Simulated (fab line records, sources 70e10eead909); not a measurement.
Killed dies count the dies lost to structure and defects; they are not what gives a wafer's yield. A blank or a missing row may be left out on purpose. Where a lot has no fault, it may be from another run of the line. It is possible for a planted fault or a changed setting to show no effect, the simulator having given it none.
Comparing a struck lot with a sound one | flow nandHarc | 15 steps out of a route of 1302
Sound: these wafers, L845.2, L845.3, L845.6. The struck wafers were L865.2, L865.4, L865.5. The cause is named last.
At each step with rows: each side's tool, then ch and its chambers, then its first start. Under that, the readings that differ: sound wafers | struck wafers | difference of the means | sigmas: that difference in standard deviations of wafers without a fault.
alike: readings whose means differ by less than 2 such deviations, and words and numbers that are the same on both sides. not compared: withheld readings, readings that some wafer has no value for, bounds like >300 that may hide the same value, and numbers for which the record gives no deviation and whose values overlap.
Wherever a step has rows on one side only, a row that says differs or no value, or a row with sigmas, the two part there. Numbers that have no deviation but don't overlap get no sigmas and don't part them. A reading that every wafer of one side lacks parts them only if that side has two wafers or more.

first, 7 steps without rows for these wafers: NHARC_P_STI_COAT_41 (time 65 s); NHARC_P_STI_COAT_03 (resist thk 600 nm); NHARC_P_STI_SOFTBAKE_04 (time 70 s); NHARC_P_STI_EBR_05; NHARC_P_STI_EXPOSE_06 (exposes mask P STI, target cd 200 nm); NHARC_P_STI_PEB_07 (peb time 80 s); NHARC_P_STI_DEVELOP_08 (time 50 s).
NHARC_P_STI_CD_MEAS_09 targets a cd of 200 nm.
  sound on cdSem-03 ch 0, day 3 16:31; struck on cdSem-03 ch 0, day 11 22:55
  alike: cdNm
NHARC_P_STI_OVL_MEAS_10:
  struck on overlay-01, day 11 23:00; sound on overlay-01, day 3 16:36
  alike: overlayXNm, overlayYNm
NHARC_P_STI_INSPECT_11:
  struck on defectInspect-01, day 11 23:02; sound on defectInspect-02, day 3 16:38
reading        | sound | struck  | difference | sigmas
rawDefectCount | 6 2 3 | 8 13 10 | +7         | +2
then, 1 step without rows for these wafers: NHARC_P_STI_HARDBAKE_13 (time 65 s).
NHARC_P_STI_DESCUM_14: chemistry O2, time 3 s.
  sound on rieDiel-03 ch 2,3, day 3 16:47; struck on rieDiel-01 ch 0,1, day 11 23:10
  alike: drypumpMotorCurrentA, oesProductAu, rfVppV, showerheadPlenumPTorr, throttleValvePct
  not compared: rfHoursCounterH
NHARC_P_STI_ETCH_42: etches the open film in N2/H2, target depth 80 nm, overetch 24 nm, time 61 s.
  sound on rieDiel-03 ch 0,3, day 3 16:51; struck on rieDiel-01 ch 1,2, day 11 23:16
reading             | sound             | struck            | difference | sigmas
oesProductAu (a.u.) | 1.007 0.990 1.006 | 0.879 0.878 0.873 | -0.124     | -14
  alike: biasW, drypumpMotorCurrentA, rfVppV, showerheadPlenumPTorr, throttleValvePct
  not compared: rfHoursCounterH
NHARC_P_STI_ETCH_31: etches the open film in CF4/CHF3, target depth 108.9 nm, time 54.5 s.
  sound on rieDiel-03 ch 0,3; struck on rieDiel-01 ch 1,3
  alike: biasW, chf3FlowSccm, drypumpMotorCurrentA, oesProductAu, rfVppV, showerheadPlenumPTorr, throttleValvePct
  not compared: rfHoursCounterH
-- break in the record here, with 21 days between the starts of the struck wafers on either side (left off in module P_STI, picked up again in module END, where the first step shown is number 1302 on the route) --
NHARC_END_SORT_01:
  sound on prober-01 ch 0, day 25 01:44; struck on prober-01 ch 0, day 33 03:46
  alike: killedAtArray, killedAtOther, killedAtPeriphery, killedDies, killedOpen, killedShort

== WHERE THEY PART ==
First at NHARC_P_STI_INSPECT_11; last, within this record, at NHARC_P_STI_ETCH_42. Later steps at which nothing parts them and some readings are alike: NHARC_P_STI_ETCH_31, NHARC_END_SORT_01.

WHY: the cause the simulator had injected
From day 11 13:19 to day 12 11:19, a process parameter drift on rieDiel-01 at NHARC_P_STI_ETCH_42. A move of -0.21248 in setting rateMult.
